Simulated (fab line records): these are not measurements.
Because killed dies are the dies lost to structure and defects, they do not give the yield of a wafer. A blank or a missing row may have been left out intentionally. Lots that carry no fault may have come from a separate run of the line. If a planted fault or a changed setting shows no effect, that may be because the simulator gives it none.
A lot that was struck, set against a sound lot :: flow n5Finfet :: 14 out of 1938 route steps
Sound: these wafers, L139.2, L139.3, L139.5. Wafers struck: L146.1, L146.2, L146.5. The cause is given at the end.
At each step with rows: each side's tool, then ch and its chambers, then its first start. Under that, the readings that differ: sound wafers :: struck wafers :: difference of the means :: sigmas: that difference in standard deviations of wafers without a fault.
alike: same words and numbers on both sides, and readings whose means sit less than 2 such deviations apart. not compared: any withheld reading, any reading some wafer has no value for, any bound like >300 that may hide the same value, and any number with overlapping values for which the record gives no deviation.
The two part at a step that has a row with sigmas, a row that says differs or no value, or rows on one side only. Numbers that don't overlap but have no deviation are shown without sigmas and don't part them. A reading missing from all wafers of one side parts the sides only when that side holds two or more wafers.

N5_BEOL_M7_ILD_DEP_00: deposits SiCOH lowk from DEMS/porogen, target thk 179.75 nm, time 33.4 s.
  sound on pecvd-01 ch 0,1, day 11 06:04; struck on pecvd-01 ch 0,1, day 13 22:22
  alike: heaterPowerW, showerheadPlenumPTorr, showerheadVppV, throttleValvePct
N5_BEOL_M7_CURE_74: cures SiCOH lowk, time 240 s.
  sound on uvCure-03 ch 2, day 11 06:12; struck on uvCure-02 ch 1, day 13 22:26
  alike: lampPowerPct, wafer_temp_C_max
N5_BEOL_M7_THK_MEAS_01:
  sound on filmMetro-02 at day 11 06:38; struck on filmMetro-02 at day 13 22:56
  alike: M7_ILD_THK
N5_BEOL_M7_PECVD_70: deposits SiO2 from TEOS/O2, target thk 20 nm, time 22.7 s.
  sound on pecvd-03 ch 0,2, day 11 06:40; struck on pecvd-02 ch 0,1,2, day 13 22:59
  alike: heaterPowerW, showerheadPlenumPTorr, showerheadVppV, throttleValvePct
N5_BEOL_M7_HM_DEP_02: deposits TiN, target thk 20 nm.
  sound on pvdSputter-02 at day 11 08:21; struck on pvdSputter-03 at day 13 23:19
  alike: throttleValvePct
then, 7 steps without rows for these wafers: N5_BEOL_M7_COAT_59 (time 60 s, resist thk 100 nm); N5_BEOL_M7_COAT_60 (time 60 s, resist thk 35 nm); N5_BEOL_M7_COAT_05 (resist thk 90 nm); N5_BEOL_M7_EBR_07; N5_BEOL_M7_SOFTBAKE_06 (time 60 s); N5_BEOL_M7_EXPOSE_08 (exposes mask M7); N5_BEOL_M7_PEB_09 (peb time 60 s).
N5_BEOL_M7_DEVELOP_10: develop time 30 s.
  sound on lithoTrack-05 ch 0, day 11 08:40; struck on lithoTrack-02, day 13 23:38
  no value came back on the struck wafers for chillPlateTempC (C), developTimeS (s); on the sound wafers chillPlateTempC (C) reads 22.80 22.92 23.17
reading: model.CAR-ArF_of_BEOL_M7_COAT_05.thkNm (nm)
sound: 88.4 88.4 88.6
struck: 90.4 90 90.2
difference: +1.7
sigmas: 
N5_BEOL_M7_CD_MEAS_11: target cd 38.5 nm.
  sound on cdSem-02 ch 0, day 11 08:44; struck on cdSem-01 ch 0, day 13 23:41
reading: cdNm (nm)
sound: 38.0 39.2 37.1
struck: - - -
difference: no value on the struck wafers
sigmas: 

WHERE THEY PART
Earliest at N5_BEOL_M7_DEVELOP_10; latest, in this record, at N5_BEOL_M7_CD_MEAS_11.

WHY: whatever the simulator had introduced
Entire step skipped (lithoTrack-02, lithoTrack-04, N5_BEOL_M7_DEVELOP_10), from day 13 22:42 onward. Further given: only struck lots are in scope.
